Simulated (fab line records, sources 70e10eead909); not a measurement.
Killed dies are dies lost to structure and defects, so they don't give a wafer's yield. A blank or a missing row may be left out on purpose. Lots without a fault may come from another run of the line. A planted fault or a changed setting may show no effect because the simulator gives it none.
Chamber matching | flow nand_harc | NHARC_A_CHANNEL_FILL_D1_ETCHBACK_19 on rie_si-02: 4 sister chambers
The step etches the open film in HBr/Cl2, target depth 5 nm, time 1.7 s. 4 wafers are shown with their chamber, then 8 later ones without.

WAFERS WITH THEIR CHAMBER
wafer  | chamber | drypump_motor_current_A (A)
L079.6 | 3       | 5.7
L083.1 | 0       | 5.4
L083.2 | 2       | 6.6
L086.1 | 1       | 5.9

WAFERS WITHOUT THEIR CHAMBER
wafer  | drypump_motor_current_A (A)
L086.4 | 6.6
L086.6 | 6.6
L089.3 | 5.6
L089.5 | 6.6
L089.6 | 5.9
L094.1 | 5.7
L094.3 | 6.6
L094.5 | 5.7

WHICH CHAMBER EACH WENT THROUGH
wafer  | from the rows above | in truth
L086.4 | 2                   | 2
L086.6 | 2                   | 2
L089.3 | 3                   | 3
L089.5 | 2                   | 2
L089.6 | 1                   | 1
L094.1 | 3                   | 3
L094.3 | 2                   | 2
L094.5 | 3                   | 3
Placed correctly: 8 of 8. Can't be placed from these rows: 0. Placed wrongly: 0.
How it was worked out, from the rows above alone: a wafer's distance from a chamber is the root of the sum, over the readings, of the square of ((its reading less the chamber's mean) divided by the reading's scatter). The wafer belongs to the nearest chamber; if the next one is less than 2 further off, it can't be placed. A chamber's mean is the mean of its shown wafers. The scatter: with one shown wafer a chamber, the root of the mean of the squares of how far each hidden wafer lies from its nearest shown one.
